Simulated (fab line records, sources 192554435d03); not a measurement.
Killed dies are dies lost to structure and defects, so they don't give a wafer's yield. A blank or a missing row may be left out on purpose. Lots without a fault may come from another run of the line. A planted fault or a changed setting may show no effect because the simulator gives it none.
Chamber matching | flow n5_finfet | N5_HKMG_FIN_STRIP_92 on rie_diel-01: 4 sister chambers
The step strips SOC in N2/H2, time 20 s. 8 wafers are shown with their chamber, then 9 later ones without.

WAFERS WITH THEIR CHAMBER
wafer  | chamber | drypump_motor_current_A (A) | throttle_valve_pct (%)
L079.3 | 3       | 5.3                         | 18.97
L080.5 | 0       | 6.2                         | 19.38
L081.2 | 3       | 5.4                         | 18.97
L081.3 | 1       | 5.7                         | 19.15
L081.4 | 2       | 5.3                         | 19.28
L082.2 | 2       | 5.3                         | 19.29
L082.4 | 0       | 6.2                         | 19.39
L082.6 | 1       | 5.6                         | 19.14

WAFERS WITHOUT THEIR CHAMBER
wafer  | drypump_motor_current_A (A) | throttle_valve_pct (%)
L083.1 | 6.2                         | 19.40
L083.2 | 5.3                         | 18.97
L083.3 | 5.6                         | 19.15
L093.1 | 5.7                         | 19.19
L093.3 | 6.2                         | 19.43
L093.4 | 5.4                         | 18.99
L095.3 | 5.3                         | 19.32
L095.4 | 5.4                         | 19.03
L095.6 | 6.2                         | 19.42

WHICH CHAMBER EACH WENT THROUGH
wafer  | from the rows above | in truth
L083.1 | 0                   | 0
L083.2 | 3                   | 3
L083.3 | 1                   | 1
L093.1 | 1                   | 1
L093.3 | 0                   | 0
L093.4 | 3                   | 3
L095.3 | 2                   | 2
L095.4 | 3                   | 3
L095.6 | 0                   | 0
Placed correctly: 9 of 9. Can't be placed from these rows: 0. Placed wrongly: 0.
How it was worked out, from the rows above alone: a wafer's distance from a chamber is the root of the sum, over the readings, of the square of ((its reading less the chamber's mean) divided by the reading's scatter). The wafer belongs to the nearest chamber; if the next one is less than 2 further off, it can't be placed. A chamber's mean is the mean of its shown wafers. The scatter: the root of (the sum of the squares of (reading less its chamber's mean) over the shown wafers, divided by (wafers less chambers)).
